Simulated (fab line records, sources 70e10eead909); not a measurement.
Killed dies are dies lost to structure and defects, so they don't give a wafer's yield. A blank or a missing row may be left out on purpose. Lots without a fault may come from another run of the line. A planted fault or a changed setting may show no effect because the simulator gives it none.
Chamber matching | flow nand_harc | NHARC_P_CONTACT_ALD_22 on ald_metal-01: 4 sister chambers
The step deposits TiN, target thk 3 nm, pulse time 1 s, ald cycles 150. 8 wafers are shown with their chamber, then 11 later ones without.

WAFERS WITH THEIR CHAMBER
wafer  | chamber | heater_power_w (W) | precursor_pulse_height_rel
L077.1 | 3       | 1019               | 0.998
L077.5 | 3       | 1035               | 0.961
L085.4 | 1       | 997                | 1.029
L086.3 | 2       | 1111               | 0.997
L088.2 | 0       | 1081               | 1.002
L088.4 | 2       | 1090               | 1.008
L088.6 | 1       | 996                | 1.023
L090.1 | 0       | 1107               | 1.013

WAFERS WITHOUT THEIR CHAMBER
wafer  | heater_power_w (W) | precursor_pulse_height_rel
L090.3 | 1121               | 1.027
L090.6 | 1093               | 1.004
L092.3 | 1075               | 1.042
L092.4 | 1019               | 1.013
L092.6 | 1003               | 0.994
L094.2 | 1100               | 0.981
L094.5 | 1067               | 1.001
L094.6 | 1001               | 0.965
L096.2 | 1126               | 1.000
L096.5 | 1103               | 1.009
L096.6 | 1124               | 1.000

WHICH CHAMBER EACH WENT THROUGH
wafer  | from the rows above          | in truth
L090.3 | can't be placed: 2 or 0      | 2
L090.6 | can't be placed: 0 or 2      | 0
L092.3 | can't be placed: 0 or 2      | 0
L092.4 | can't be placed: 1 or 3      | 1
L092.6 | can't be placed: 3 or 1      | 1
L094.2 | can't be placed: 2 or 0      | 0
L094.5 | can't be placed: 0 or 2 or 3 | 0
L094.6 | 3                            | 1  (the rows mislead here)
L096.2 | can't be placed: 2 or 0      | 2
L096.5 | can't be placed: 2 or 0      | 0
L096.6 | can't be placed: 2 or 0      | 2
Placed correctly: 0 of 11. Can't be placed from these rows: 10 (the true chamber is among the candidates in 10). Placed wrongly: 1.
How it was worked out, from the rows above alone: a wafer's distance from a chamber is the root of the sum, over the readings, of the square of ((its reading less the chamber's mean) divided by the reading's scatter). The wafer belongs to the nearest chamber; if the next one is less than 2 further off, it can't be placed. A chamber's mean is the mean of its shown wafers. The scatter: the root of (the sum of the squares of (reading less its chamber's mean) over the shown wafers, divided by (wafers less chambers)).
